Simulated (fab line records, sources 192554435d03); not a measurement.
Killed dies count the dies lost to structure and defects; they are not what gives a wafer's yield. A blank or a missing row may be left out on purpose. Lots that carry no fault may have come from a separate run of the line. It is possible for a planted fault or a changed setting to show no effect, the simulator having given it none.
Split-lot study :: flow n5-finfet :: 7 lots, 21 wafers read, on a route of 1938 steps

## THE SPLIT
At N5_BEOL_M6_DESCUM_33 (chemistry O2, time 7 s), the setting time-s was moved away from the recipe's 7 s on 8 of the 21 wafers read, by -17.3% to +12.0%. The other wafers ran this setting at the recipe's value.

The reading comes from the split's own step.

## THE READING
CAR-EUV_of_BEOL_M6_COAT_22.thk-nm (the simulator's own value, which no gauge read), in nm, at N5_BEOL_M6_DESCUM_33 (chemistry O2, time 7 s). No usual value for it is given in the file. Across the 13 wafers here that went through the recipe, the average is 26.1 nm and the standard deviation 0.097 nm.

wafer: L077.1
tool, chamber at the split: rie-diel-04, 0,3,3
time-s as run, s: 7
against the recipe: recipe
CAR-EUV_of_BEOL_M6_COAT_22.thk-nm, nm: 26.2
against lot-mates on the recipe: -

wafer: L077.3
tool, chamber at the split: rie-diel-04, 0,3,3
time-s as run, s: 7
against the recipe: recipe
CAR-EUV_of_BEOL_M6_COAT_22.thk-nm, nm: 26.2
against lot-mates on the recipe: -

wafer: L077.4
tool, chamber at the split: rie-diel-04, 0,3,3
time-s as run, s: 7
against the recipe: recipe
CAR-EUV_of_BEOL_M6_COAT_22.thk-nm, nm: 26.2
against lot-mates on the recipe: -

wafer: L080.1
tool, chamber at the split: rie-diel-02, 0
time-s as run, s: 7.84
against the recipe: +12.0%
CAR-EUV_of_BEOL_M6_COAT_22.thk-nm, nm: 25.4
against lot-mates on the recipe: -0.6

wafer: L080.3
tool, chamber at the split: rie-diel-02, 1
time-s as run, s: 7
against the recipe: recipe
CAR-EUV_of_BEOL_M6_COAT_22.thk-nm, nm: 26
against lot-mates on the recipe: -

wafer: L080.4
tool, chamber at the split: rie-diel-02, 1
time-s as run, s: 7.84
against the recipe: +12.0%
CAR-EUV_of_BEOL_M6_COAT_22.thk-nm, nm: 25.6
against lot-mates on the recipe: -0.4

wafer: L082.1
tool, chamber at the split: rie-diel-02, 1
time-s as run, s: 5.99
against the recipe: -14.4%
CAR-EUV_of_BEOL_M6_COAT_22.thk-nm, nm: 26.6
against lot-mates on the recipe: +0.4

wafer: L082.4
tool, chamber at the split: rie-diel-02, 1,3
time-s as run, s: 7
against the recipe: recipe
CAR-EUV_of_BEOL_M6_COAT_22.thk-nm, nm: 26.2
against lot-mates on the recipe: -

wafer: L082.6
tool, chamber at the split: rie-diel-02, 1,3
time-s as run, s: 7
against the recipe: recipe
CAR-EUV_of_BEOL_M6_COAT_22.thk-nm, nm: 26.2
against lot-mates on the recipe: -

wafer: L086.2
tool, chamber at the split: rie-diel-02, 2
time-s as run, s: 6.289
against the recipe: -10.2%
CAR-EUV_of_BEOL_M6_COAT_22.thk-nm, nm: 26.4
against lot-mates on the recipe: +0.4

wafer: L086.4
tool, chamber at the split: rie-diel-02, 0,2
time-s as run, s: 7
against the recipe: recipe
CAR-EUV_of_BEOL_M6_COAT_22.thk-nm, nm: 26
against lot-mates on the recipe: -

wafer: L086.6
tool, chamber at the split: rie-diel-02, 0,2
time-s as run, s: 7
against the recipe: recipe
CAR-EUV_of_BEOL_M6_COAT_22.thk-nm, nm: 26
against lot-mates on the recipe: -

wafer: L091.1
tool, chamber at the split: rie-diel-01, 3,2,1
time-s as run, s: 7
against the recipe: recipe
CAR-EUV_of_BEOL_M6_COAT_22.thk-nm, nm: 26.2
against lot-mates on the recipe: -

wafer: L091.2
tool, chamber at the split: rie-diel-01, 3,2,1
time-s as run, s: 7
against the recipe: recipe
CAR-EUV_of_BEOL_M6_COAT_22.thk-nm, nm: 26.2
against lot-mates on the recipe: -

wafer: L091.3
tool, chamber at the split: rie-diel-01, 3,2,1
time-s as run, s: 7
against the recipe: recipe
CAR-EUV_of_BEOL_M6_COAT_22.thk-nm, nm: 26.2
against lot-mates on the recipe: -

wafer: L094.3
tool, chamber at the split: rie-diel-04, 2
time-s as run, s: 7
against the recipe: recipe
CAR-EUV_of_BEOL_M6_COAT_22.thk-nm, nm: 26
against lot-mates on the recipe: -

wafer: L094.5
tool, chamber at the split: rie-diel-04, 3,2
time-s as run, s: 7.833
against the recipe: +11.9%
CAR-EUV_of_BEOL_M6_COAT_22.thk-nm, nm: 25.6
against lot-mates on the recipe: -0.4

wafer: L094.6
tool, chamber at the split: rie-diel-04, 3,2
time-s as run, s: 7.833
against the recipe: +11.9%
CAR-EUV_of_BEOL_M6_COAT_22.thk-nm, nm: 25.6
against lot-mates on the recipe: -0.4

wafer: L095.2
tool, chamber at the split: rie-diel-02, 0
time-s as run, s: 7
against the recipe: recipe
CAR-EUV_of_BEOL_M6_COAT_22.thk-nm, nm: 26
against lot-mates on the recipe: -

wafer: L095.3
tool, chamber at the split: rie-diel-02, 2,3
time-s as run, s: 5.787
against the recipe: -17.3%
CAR-EUV_of_BEOL_M6_COAT_22.thk-nm, nm: 26.6
against lot-mates on the recipe: +0.6

wafer: L095.6
tool, chamber at the split: rie-diel-02, 2,3
time-s as run, s: 5.787
against the recipe: -17.3%
CAR-EUV_of_BEOL_M6_COAT_22.thk-nm, nm: 26.6
against lot-mates on the recipe: +0.6
Where a row lists several chambers, the file gives one row for several wafers and doesn't say which wafer went through which chamber.

FIT RESULTS
A straight line over all 21 wafers: CAR-EUV_of_BEOL_M6_COAT_22.thk-nm changes by -0.0365 nm for each +1% of time-s; r = -0.94; the points scatter about the line by 0.11 nm.
The same after taking each lot's own level away (the mean of its wafers on the recipe; 21 wafers): -0.0352 nm for each +1%; r = -0.99; scatter 0.048 nm.
According to that fit, moving time-s by its largest amount changes the reading by 0.61 nm.
From 26.00 to 26.20 nm: that is the span of the lots' own levels, equal to 2.1 times the standard deviation above.
The two slopes are in agreement: the lot-to-lot level therefore moves the slope only a little.
Check: with one of the wafers moved furthest among these (-17.3%) left out of the fit, the line predicts +0.601 nm for it against its lot-mates. Against them it came out at +0.6 nm.

## ADDITIONAL SPLITS CARRIED BY THESE WAFERS
Note: prior to the reading, these wafers also went through further splits. Each is held against what the fit with the lots' levels taken away leaves over:
other split on the same wafers: N5_BEOL_M4_COAT_67 spin-rpm
wafers away from the commonest value: 7
r with CAR-EUV_of_BEOL_M6_COAT_22.thk-nm (lot level and that fit taken away): +0.04

other split on the same wafers: N5_BEOL_M4_EXPOSE_25 dose-mj
wafers away from the commonest value: 8
r with CAR-EUV_of_BEOL_M6_COAT_22.thk-nm (lot level and that fit taken away): -0.03

other split on the same wafers: N5_BEOL_M5_EXPOSE_08 dose-mj
wafers away from the commonest value: 3
r with CAR-EUV_of_BEOL_M6_COAT_22.thk-nm (lot level and that fit taken away): +0.15

other split on the same wafers: N5_BEOL_M5_COAT_22 spin-rpm
wafers away from the commonest value: 5
r with CAR-EUV_of_BEOL_M6_COAT_22.thk-nm (lot level and that fit taken away): +0.60

other split on the same wafers: N5_BEOL_M5_ETCH_68 bias-w
wafers away from the commonest value: 6
r with CAR-EUV_of_BEOL_M6_COAT_22.thk-nm (lot level and that fit taken away): +0.20

## THE FILE'S OWN FIT
CAR-EUV_of_BEOL_M6_COAT_22.thk-nm changes by -0.0345 nm for each +1% of time-s, r = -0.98.
